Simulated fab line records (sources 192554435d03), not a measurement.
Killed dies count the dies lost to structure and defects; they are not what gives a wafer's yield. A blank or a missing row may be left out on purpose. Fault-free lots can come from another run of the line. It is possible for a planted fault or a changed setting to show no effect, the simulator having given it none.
Matching of chambers || flow n5_finfet || 4 sister chambers for N5_BEOL_M10_STRIP_67 on rie_diel-05
The step strips in CF4. 14 wafers are shown with their chamber, then 7 later ones without.

WAFERS PAIRED WITH THEIR CHAMBERS
{"wafer": "L075.2", "chamber": 0, "drypump_motor_current_A (A)": 5.4, "throttle_valve_pct (%)": 13.33, "rf_vpp_V (V)": 269.8}
{"wafer": "L075.4", "chamber": 3, "drypump_motor_current_A (A)": 5.0, "throttle_valve_pct (%)": 13.39, "rf_vpp_V (V)": 272.7}
{"wafer": "L075.6", "chamber": 1, "drypump_motor_current_A (A)": 6.1, "throttle_valve_pct (%)": 13.27, "rf_vpp_V (V)": 271.4}
{"wafer": "L076.1", "chamber": 3, "drypump_motor_current_A (A)": 5.0, "throttle_valve_pct (%)": 13.39, "rf_vpp_V (V)": 272.4}
{"wafer": "L076.2", "chamber": 1, "drypump_motor_current_A (A)": 6.1, "throttle_valve_pct (%)": 13.28, "rf_vpp_V (V)": 272.1}
{"wafer": "L076.4", "chamber": 2, "drypump_motor_current_A (A)": 5.6, "throttle_valve_pct (%)": 13.75, "rf_vpp_V (V)": 269.2}
{"wafer": "L081.2", "chamber": 0, "drypump_motor_current_A (A)": 5.5, "throttle_valve_pct (%)": 13.36, "rf_vpp_V (V)": 269.4}
{"wafer": "L081.3", "chamber": 1, "drypump_motor_current_A (A)": 6.1, "throttle_valve_pct (%)": 13.30, "rf_vpp_V (V)": 271.3}
{"wafer": "L081.4", "chamber": 3, "drypump_motor_current_A (A)": 4.9, "throttle_valve_pct (%)": 13.42, "rf_vpp_V (V)": 273.5}
{"wafer": "L083.1", "chamber": 3, "drypump_motor_current_A (A)": 5.0, "throttle_valve_pct (%)": 13.43, "rf_vpp_V (V)": 274.2}
{"wafer": "L083.2", "chamber": 0, "drypump_motor_current_A (A)": 5.5, "throttle_valve_pct (%)": 13.38, "rf_vpp_V (V)": 266.7}
{"wafer": "L083.3", "chamber": 1, "drypump_motor_current_A (A)": 6.1, "throttle_valve_pct (%)": 13.31, "rf_vpp_V (V)": 270.5}
{"wafer": "L084.2", "chamber": 3, "drypump_motor_current_A (A)": 5.0, "throttle_valve_pct (%)": 13.44, "rf_vpp_V (V)": 272.4}
{"wafer": "L084.4", "chamber": 2, "drypump_motor_current_A (A)": 5.6, "throttle_valve_pct (%)": 13.81, "rf_vpp_V (V)": 268.5}

SIGNATURES (means of the wafers above)
{"reading": "drypump_motor_current_A", "chamber 0": 5.467, "chamber 1": 6.100, "chamber 2": 5.600, "chamber 3": 4.980, "scatter within a chamber": 0.0383}
{"reading": "throttle_valve_pct", "chamber 0": 13.3567, "chamber 1": 13.2900, "chamber 2": 13.7800, "chamber 3": 13.4140, "scatter within a chamber": 0.0249}
{"reading": "rf_vpp_V", "chamber 0": 268.633, "chamber 1": 271.325, "chamber 2": 268.850, "chamber 3": 273.040, "scatter within a chamber": 0.985}
Rule: distance of a wafer from a chamber = root of the sum over the readings of ((wafer's reading minus chamber's mean) / reading's scatter) squared. If the next closest chamber is less than 2 further off than the closest, the wafer can't be placed; otherwise it belongs to the closest. How the scatter is found: for the shown wafers, subtract from each reading the mean of its chamber, square and add these, divide the total by (wafers less chambers), then take the root.

WAFERS WITH NO CHAMBER GIVEN
{"wafer": "L084.5", "drypump_motor_current_A (A)": 5.5, "throttle_valve_pct (%)": 13.38, "rf_vpp_V (V)": 270.5}
{"wafer": "L089.1", "drypump_motor_current_A (A)": 6.1, "throttle_valve_pct (%)": 13.32, "rf_vpp_V (V)": 271.5}
{"wafer": "L089.5", "drypump_motor_current_A (A)": 6.1, "throttle_valve_pct (%)": 13.32, "rf_vpp_V (V)": 273.1}
{"wafer": "L089.6", "drypump_motor_current_A (A)": 5.5, "throttle_valve_pct (%)": 13.40, "rf_vpp_V (V)": 271.6}
{"wafer": "L096.1", "drypump_motor_current_A (A)": 5.0, "throttle_valve_pct (%)": 13.52, "rf_vpp_V (V)": 272.7}
{"wafer": "L096.4", "drypump_motor_current_A (A)": 5.6, "throttle_valve_pct (%)": 13.87, "rf_vpp_V (V)": 268.7}
{"wafer": "L096.5", "drypump_motor_current_A (A)": 5.5, "throttle_valve_pct (%)": 13.46, "rf_vpp_V (V)": 269.8}

THE CHAMBER EACH PASSED THROUGH
{"wafer": "L084.5", "from the rows above": 0, "in truth": 0}
{"wafer": "L089.1", "from the rows above": 1, "in truth": 1}
{"wafer": "L089.5", "from the rows above": 1, "in truth": 1}
{"wafer": "L089.6", "from the rows above": 0, "in truth": 0}
{"wafer": "L096.1", "from the rows above": 3, "in truth": 3}
{"wafer": "L096.4", "from the rows above": 2, "in truth": 2}
{"wafer": "L096.5", "from the rows above": 0, "in truth": 0}
Correct placement for 7 of the 7. Left unplaced by these rows: 0. 0 placed wrongly.
